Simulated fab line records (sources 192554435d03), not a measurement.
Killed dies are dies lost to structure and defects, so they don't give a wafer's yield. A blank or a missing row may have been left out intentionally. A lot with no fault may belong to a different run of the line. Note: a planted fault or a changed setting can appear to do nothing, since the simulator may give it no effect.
A struck lot beside a sound one -- flow n5Finfet -- 18 steps out of a route of 1938
Sound: wafers L343.1, L343.4, L343.6. The struck wafers were L350.1, L350.3, L350.6. The cause comes at the end.
For every step that has rows: the tool of each side, followed by ch and its chambers, followed by its first start. Under that, the readings that differ: sound wafers -- struck wafers -- difference of the means -- sigmas: that difference in standard deviations of wafers without a fault.
alike: readings with means less than 2 such deviations apart, plus words and numbers identical on both sides. not compared: withheld readings, readings lacking a value on some wafer, bounds such as >300 that could conceal the same value, and numbers that have no deviation in the record and whose values overlap.
The two part at a step that has a row with sigmas, a row that says differs or no value, or rows on one side only. Numbers that have no deviation but don't overlap get no sigmas and don't part them. A reading that every wafer of one side lacks parts them only if that side has two wafers or more.

N5_BEOL_M11_THK_MEAS_53: measures by xrf.
  sound on filmMetro-02, day 14 07:40; struck on filmMetro-02, day 16 07:34
  alike: M11_THK
then, 1 step without rows for these wafers: N5_BEOL_M11_PRE_CLEAN_55 (time 15 s).
N5_BEOL_M11_DEP_56: deposits SiCN from 3MS/NH3, target thk 30 nm, time 10.5 s.
  sound on pecvd-02 ch 0,1,2, day 14 07:44; struck on pecvd-04 ch 0,1,2, day 16 07:38
  alike: showerheadPlenumPTorr, throttleValvePct
N5_BEOL_M11_RS_MEAS_57: measures by four-point-probe.
  sound on filmMetro-01, day 14 07:48; struck on filmMetro-02, day 16 07:42
  alike: M11_RS
N5_BEOL_M11_INSPECT_58: inspects for defects (darkfield).
  sound on defectInspect-02, day 14 07:49; struck on defectInspect-02, day 16 07:43
  alike: rawDefectCount
N5_BEOL_M12_ILD_DEP_00: deposits SiOC from DEMS/O2, target thk 658.92 nm, time 130.7 s.
  sound on pecvd-03 ch 0,1, day 14 07:53; struck on pecvd-01 ch 0,1, day 16 07:46
  alike: heaterPowerW, showerheadPlenumPTorr, throttleValvePct
N5_BEOL_M12_THK_MEAS_01:
  sound on filmMetro-02, day 14 08:01; struck on filmMetro-01, day 16 07:53
  alike: M12_ILD_THK
then, 5 steps without rows for these wafers: N5_BEOL_M12_COAT_58 (time 60 s, resist thk 89 nm); N5_BEOL_M12_COAT_04 (resist thk 400 nm); N5_BEOL_M12_EBR_06; N5_BEOL_M12_SOFTBAKE_05 (time 60 s); N5_BEOL_M12_EXPOSE_07 (exposes mask V11).
N5_BEOL_M12_PEB_08: peb time 90 s.
  sound on lithoTrack-04 ch 0, day 14 08:20; struck on lithoTrack-04 ch 0, day 16 08:05
reading,sound,struck,difference,sigmas
heaterPowerTotalW (W),172.9 171.7 171.6,176.0 177.5 175.9,+4.4,+6
plateTempC (C),130.06 130.32 130.15,131.82 131.99 132.00,+1.76,+14
then, 2 steps without rows for these wafers: N5_BEOL_M12_DEVELOP_09 (develop time 45 s); N5_BEOL_M12_HARDBAKE_14 (time 120 s).
N5_BEOL_M12_CD_MEAS_10: the cd target is 140 nm.
  sound on cdSem-02 ch 0, day 14 08:27; struck on cdSem-02 ch 0, day 16 08:11
reading,sound,struck,difference,sigmas
cdNm (nm),140.5 140.9 138.5,145.8 146.6 145.7,+6.1,+4
N5_BEOL_M12_OVL_MEAS_11:
  sound on overlay-02 ch 0, day 14 08:29; struck on overlay-02 ch 0, day 16 08:13
  alike: V11_OVL
N5_PASSIVATION_PROBE_49:
  the record has rows for the struck wafers here (prober-02, day 17 20:43) and none for the sound ones

WHERE THEY PART
First at N5_BEOL_M12_PEB_08; last, within this record, at N5_PASSIVATION_PROBE_49.

WHY: what had been put in by the simulator
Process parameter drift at N5_BEOL_M12_PEB_08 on lithoTrack-04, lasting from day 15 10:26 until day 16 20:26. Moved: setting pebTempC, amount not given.
